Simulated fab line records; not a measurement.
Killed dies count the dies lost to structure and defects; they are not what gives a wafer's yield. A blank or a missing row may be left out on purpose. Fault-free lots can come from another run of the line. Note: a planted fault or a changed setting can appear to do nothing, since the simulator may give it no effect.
The tool behind it: which one? | flow n5_finfet | 72 wafers from 24 lots sampled at 4 of the route's 1938 steps

== WHAT THE GAUGES READ, wafer by wafer ==
N5_BEOL_M3_CD_MEAS_28: target cd 25.7 nm, target cd y 23.3 nm. Usual: 25.81 nm for cd_nm, sd 0.24.
lot  | measured     | on        | cd_nm (nm)        | flag
L074 | day 7 01:16  | cd_sem-01 | 26.42 26.32 25.61 |
L075 | day 7 05:04  | cd_sem-01 | 25.79 26.01 25.89 |
L076 | day 7 05:51  | cd_sem-02 | 26.13 25.88 25.91 |
L077 | day 7 22:10  | cd_sem-03 | 26.00 25.42 25.77 |
L079 | day 8 08:00  | cd_sem-03 | 25.76 26.19 26.14 |
L078 | day 8 08:10  | cd_sem-01 | 25.42 25.35 25.40 |
L080 | day 9 00:56  | cd_sem-02 | 25.88 26.11 25.77 |
L081 | day 9 01:02  | cd_sem-02 | 25.38 25.95 25.69 |
L083 | day 9 04:46  | cd_sem-03 | 25.68 25.47 26.02 |
L082 | day 9 08:34  | cd_sem-03 | 25.54 25.60 25.87 |
L084 | day 9 09:53  | cd_sem-03 | 25.88 25.17 25.90 |
L085 | day 9 14:20  | cd_sem-02 | 25.82 25.54 25.49 |
L088 | day 10 05:22 | cd_sem-03 | 25.86 25.43 25.59 |
L086 | day 10 09:55 | cd_sem-01 | 25.84 25.92 26.07 |
L087 | day 10 16:00 | cd_sem-02 | 25.87 25.71 26.14 |
L089 | day 11 00:22 | cd_sem-02 | 26.27 25.53 25.89 |
L090 | day 11 03:03 | cd_sem-02 | 25.71 25.70 25.80 |
L092 | day 11 07:13 | cd_sem-03 | 25.88 25.48 26.06 |
L091 | day 11 07:29 | cd_sem-01 | 25.60 26.13 25.50 |
L093 | day 11 20:14 | cd_sem-01 | 26.05 26.04 25.78 |
L095 | day 11 20:56 | cd_sem-03 | 25.90 25.65 25.67 |
L094 | day 12 00:45 | cd_sem-02 | 25.87 25.96 25.94 |
L096 | day 12 18:46 | cd_sem-03 | 25.44 25.51 25.58 |
L097 | day 13 04:03 | cd_sem-02 | 25.92 25.43 25.95 |

== WHICH TOOL RAN EACH LOT (tool, then ch and the chambers of the sampled wafers, then the start) ==
lot  | N5_BEOL_M2_SPUTTER_90        | N5_BEOL_M2_SPUTTER_94        | N5_BEOL_M2_ANNEAL_51
L074 | pvd_sputter-01, day 6 21:46  | pvd_sputter-01, day 6 22:13  | rtp_anneal-01 ch 0, day 6 22:40
L075 | pvd_sputter-02, day 6 21:56  | pvd_sputter-02, day 6 22:22  | rtp_anneal-01 ch 0, day 6 23:04
L076 | pvd_sputter-01, day 7 01:58  | pvd_sputter-01, day 7 02:24  | rtp_anneal-01 ch 0, day 7 02:54
L077 | pvd_sputter-03, day 7 18:16  | pvd_sputter-03, day 7 18:42  | rtp_anneal-01 ch 0, day 7 19:13
L079 | pvd_sputter-02, day 8 00:47  | pvd_sputter-02, day 8 01:14  | rtp_anneal-02 ch 0, day 8 02:01
L078 | pvd_sputter-01, day 8 01:01  | pvd_sputter-01, day 8 01:30  | rtp_anneal-01 ch 0, day 8 02:16
L080 | pvd_sputter-03, day 8 21:15  | pvd_sputter-03, day 8 21:41  | rtp_anneal-02 ch 0, day 8 22:14
L081 | pvd_sputter-01, day 8 21:22  | pvd_sputter-01, day 8 21:51  | rtp_anneal-01 ch 0, day 8 22:17
L083 | pvd_sputter-02, day 9 01:17  | pvd_sputter-02, day 9 01:43  | rtp_anneal-02 ch 0, day 9 02:08
L082 | pvd_sputter-03, day 9 04:47  | pvd_sputter-03, day 9 05:14  | rtp_anneal-02 ch 0, day 9 05:41
L084 | pvd_sputter-01, day 9 06:24  | pvd_sputter-01, day 9 06:50  | rtp_anneal-02 ch 0, day 9 07:20
L085 | pvd_sputter-01, day 9 09:41  | pvd_sputter-01, day 9 10:08  | rtp_anneal-01 ch 0, day 9 10:33
L088 | pvd_sputter-01, day 10 00:59 | pvd_sputter-01, day 10 01:26 | rtp_anneal-02 ch 0, day 10 01:53
L086 | pvd_sputter-03, day 10 06:21 | pvd_sputter-03, day 10 06:47 | rtp_anneal-02 ch 0, day 10 07:15
L087 | pvd_sputter-01, day 10 10:18 | pvd_sputter-01, day 10 10:44 | rtp_anneal-02 ch 0, day 10 11:09
L089 | pvd_sputter-01, day 10 19:28 | pvd_sputter-01, day 10 19:54 | rtp_anneal-01 ch 0, day 10 20:22
L090 | pvd_sputter-01, day 10 21:54 | pvd_sputter-01, day 10 22:20 | rtp_anneal-01 ch 0, day 10 22:51
L092 | pvd_sputter-02, day 11 03:37 | pvd_sputter-02, day 11 04:03 | rtp_anneal-01 ch 0, day 11 04:34
L091 | pvd_sputter-01, day 11 03:40 | pvd_sputter-01, day 11 04:06 | rtp_anneal-02 ch 0, day 11 04:31
L093 | pvd_sputter-02, day 11 15:16 | pvd_sputter-02, day 11 15:43 | rtp_anneal-02 ch 0, day 11 16:10
L095 | pvd_sputter-02, day 11 17:11 | pvd_sputter-02, day 11 17:38 | rtp_anneal-02 ch 0, day 11 18:03
L094 | pvd_sputter-03, day 11 21:05 | pvd_sputter-03, day 11 21:31 | rtp_anneal-02 ch 0, day 11 21:56
L096 | pvd_sputter-01, day 12 13:13 | pvd_sputter-01, day 12 13:40 | rtp_anneal-01 ch 0, day 12 14:05
L097 | pvd_sputter-01, day 12 21:14 | pvd_sputter-01, day 12 21:40 | rtp_anneal-01 ch 0, day 12 22:05
- N5_BEOL_M2_SPUTTER_90: material Cu, target thk 4.5 nm, time 8.29 s.
- N5_BEOL_M2_SPUTTER_94: material Cu, target thk 4.5 nm, time 8.29 s.
- N5_BEOL_M2_ANNEAL_51: time 90 s.

== AS READ BY THE TOOLS THEMSELVES (means over the sampled wafers that have a number; for cases with no such wafer, the mark the record gives instead) ==
N5_BEOL_M2_SPUTTER_90. Usual: 29.9 % for throttle_valve_pct, sd 1.1.
lot  | tool           | throttle_valve_pct (%) | flag
L074 | pvd_sputter-01 | 30.2                   |
L075 | pvd_sputter-02 | 28.2                   |
L076 | pvd_sputter-01 | 29.9                   |
L077 | pvd_sputter-03 | 29.5                   |
L079 | pvd_sputter-02 | 29.2                   |
L078 | pvd_sputter-01 | 30.1                   |
L080 | pvd_sputter-03 | 30.0                   |
L081 | pvd_sputter-01 | 29.6                   |
L083 | pvd_sputter-02 | 31.2                   |
L082 | pvd_sputter-03 | 29.6                   |
L084 | pvd_sputter-01 | 30.2                   |
L085 | pvd_sputter-01 | 30.9                   |
L088 | pvd_sputter-01 | 30.4                   |
L086 | pvd_sputter-03 | 30.0                   |
L087 | pvd_sputter-01 | 30.2                   |
L089 | pvd_sputter-01 | 30.3                   |
L090 | pvd_sputter-01 | 30.4                   |
L092 | pvd_sputter-02 | 29.2                   |
L091 | pvd_sputter-01 | 30.3                   |
L093 | pvd_sputter-02 | 30.1                   |
L095 | pvd_sputter-02 | 31.0                   |
L094 | pvd_sputter-03 | 29.6                   |
L096 | pvd_sputter-01 | 29.8                   |
L097 | pvd_sputter-01 | 29.1                   |

N5_BEOL_M2_SPUTTER_94. Usual: 29.9 % for throttle_valve_pct, sd 1.1.
lot  | tool           | throttle_valve_pct (%) | flag
L074 | pvd_sputter-01 | 30.3                   |
L075 | pvd_sputter-02 | 28.2                   |
L076 | pvd_sputter-01 | 29.8                   |
L077 | pvd_sputter-03 | 29.4                   |
L079 | pvd_sputter-02 | 29.3                   |
L078 | pvd_sputter-01 | 30.4                   |
L080 | pvd_sputter-03 | 29.9                   |
L081 | pvd_sputter-01 | 29.7                   |
L083 | pvd_sputter-02 | 31.1                   |
L082 | pvd_sputter-03 | 29.4                   |
L084 | pvd_sputter-01 | 30.1                   |
L085 | pvd_sputter-01 | 30.8                   |
L088 | pvd_sputter-01 | 30.4                   |
L086 | pvd_sputter-03 | 30.1                   |
L087 | pvd_sputter-01 | 30.2                   |
L089 | pvd_sputter-01 | 30.3                   |
L090 | pvd_sputter-01 | 30.4                   |
L092 | pvd_sputter-02 | 29.4                   |
L091 | pvd_sputter-01 | 30.5                   |
L093 | pvd_sputter-02 | 30.2                   |
L095 | pvd_sputter-02 | 31.1                   |
L094 | pvd_sputter-03 | 29.7                   |
L096 | pvd_sputter-01 | 29.8                   |
L097 | pvd_sputter-01 | 29.3                   |

N5_BEOL_M2_ANNEAL_51. Usual: 225.80 for wafer_temp_C_max, sd 0.22.
lot  | tool          | wafer_temp_C_max | flag
L074 | rtp_anneal-01 | 225.79           |
L075 | rtp_anneal-01 | 226.16           |
L076 | rtp_anneal-01 | 225.58           |
L077 | rtp_anneal-01 | 225.84           |
L079 | rtp_anneal-02 | 225.54           |
L078 | rtp_anneal-01 | 225.88           |
L080 | rtp_anneal-02 | 225.70           |
L081 | rtp_anneal-01 | 225.85           |
L083 | rtp_anneal-02 | 225.64           |
L082 | rtp_anneal-02 | 225.73           |
L084 | rtp_anneal-02 | 225.85           |
L085 | rtp_anneal-01 | 225.48           |
L088 | rtp_anneal-02 | 225.69           |
L086 | rtp_anneal-02 | 225.84           |
L087 | rtp_anneal-02 | 226.01           |
L089 | rtp_anneal-01 | 226.18           |
L090 | rtp_anneal-01 | 225.86           |
L092 | rtp_anneal-01 | 225.68           |
L091 | rtp_anneal-02 | 225.70           |
L093 | rtp_anneal-02 | 225.75           |
L095 | rtp_anneal-02 | 225.72           |
L094 | rtp_anneal-02 | 225.73           |
L096 | rtp_anneal-01 | 225.82           |
L097 | rtp_anneal-01 | 225.92           |

== THE ANSWER, worked out from the rows above alone ==
Rule: a lot is off if the mean of its wafers that have a number lies more than 3 standard deviations from the usual mean. A lot without any number at a reading at which 4 lots or more have one is off too. The other lots that the step has rows for count as sound. Order of review: gauges by route order, followed by the tools' own readings, for which a lot's mean as printed above is used. The first step at which some lot is off is used, and at that step the reading that is off furthest; a lot without a number counts as furthest.
None of the lots is off at any reading shown; this tells nothing.

== WHAT THE SIMULATOR HAD PUT IN ==
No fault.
